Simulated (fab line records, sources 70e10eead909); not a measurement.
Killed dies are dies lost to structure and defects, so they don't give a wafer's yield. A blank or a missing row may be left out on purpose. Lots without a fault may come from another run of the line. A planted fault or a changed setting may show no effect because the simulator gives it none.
A struck lot beside a sound one | flow nand_harc | 14 steps out of a route of 1302
Sound: wafers L743.2, L743.3, L743.6. Struck: wafers L749.4, L749.6. The cause comes at the end.
At each step with rows: each side's tool, then ch and its chambers, then its first start. Under that, the readings that differ: sound wafers | struck wafers | difference of the means | sigmas: that difference in standard deviations of wafers without a fault.
alike: readings whose means differ by less than 2 such deviations, and words and numbers that are the same on both sides. not compared: withheld readings, readings that some wafer has no value for, bounds like >300 that may hide the same value, and numbers for which the record gives no deviation and whose values overlap.
The two part at a step that has a row with sigmas, a row that says differs or no value, or rows on one side only. Numbers that don't overlap but have no deviation are shown without sigmas and don't part them. A reading that every wafer of one side lacks parts them only if that side has two wafers or more.

first, 2 steps without rows for these wafers: NHARC_A_SOURCE_PLATE_SRD_01; NHARC_A_SOURCE_PLATE_OXIDE_02 (material SiO2, target thk 10 nm, ox time 1362 s).
NHARC_A_SOURCE_PLATE_THK_MEAS_09: measures by ellipsometry.
  sound on film_metro-01, day 7 18:09; struck on film_metro-02, day 9 22:52
  alike: thk_nm
then, 3 steps without rows for these wafers: NHARC_A_SOURCE_PLATE_PVD_04 (deposits WSi2, target thk 50 nm); NHARC_A_SOURCE_PLATE_CVD_03 (deposits poly-Si, target thk 200 nm, time 4000 s); NHARC_A_SOURCE_PLATE_ANNEAL_05 (time 1800 s).
NHARC_A_SOURCE_PLATE_THK_MEAS_06: measures by ellipsometry.
  sound on film_metro-02, day 8 07:02; struck on film_metro-02, day 10 11:14
  alike: thk_nm
NHARC_A_SOURCE_PLATE_INSPECT_08:
  sound on defect_inspect-02, day 8 07:06; struck on defect_inspect-02, day 10 11:21
  alike: raw_defect_count
then, 1 step without rows for these wafers: NHARC_A_ONON_D1_DEP_00 (target thk 1000 nm).
NHARC_A_ONON_D1_THK_MEAS_02: measures by ellipsometry.
  sound on film_metro-01, day 8 07:40; struck on film_metro-01, day 10 11:56
  reading     | sound       | struck    | difference | sigmas
  thk_nm (nm) | 998 997 996 | 1013 1015 | +17        | +2
NHARC_A_ONON_D1_DEP_03: target thk 1000 nm.
  sound on pecvd_onon-03 ch 0, day 8 07:47; struck on pecvd_onon-01 ch 0, day 10 12:10
NHARC_A_ONON_D1_THK_MEAS_05: measures by ellipsometry.
  sound on film_metro-01, day 8 08:14; struck on film_metro-01, day 10 12:29
  reading     | sound          | struck    | difference | sigmas
  thk_nm (nm) | 1004 1002 1004 | 1580 1576 | +575       | +67
then, 1 step without rows for these wafers: NHARC_A_ONON_D1_DEP_06 (target thk 1000 nm).
-- the record jumps here: 17 days lie between the struck wafers' starts before and after (it left off in module A_ONON_D1 and takes up again in module END, whose first step shown is number 1302 of the route) --
NHARC_END_SORT_01:
  the record has rows for the struck wafers here (prober-01 ch 0, day 27 16:26) and none for the sound ones

WHERE THEY PART
First at NHARC_A_ONON_D1_THK_MEAS_02; last, within this record, at NHARC_END_SORT_01.

WHY: what the simulator had put in
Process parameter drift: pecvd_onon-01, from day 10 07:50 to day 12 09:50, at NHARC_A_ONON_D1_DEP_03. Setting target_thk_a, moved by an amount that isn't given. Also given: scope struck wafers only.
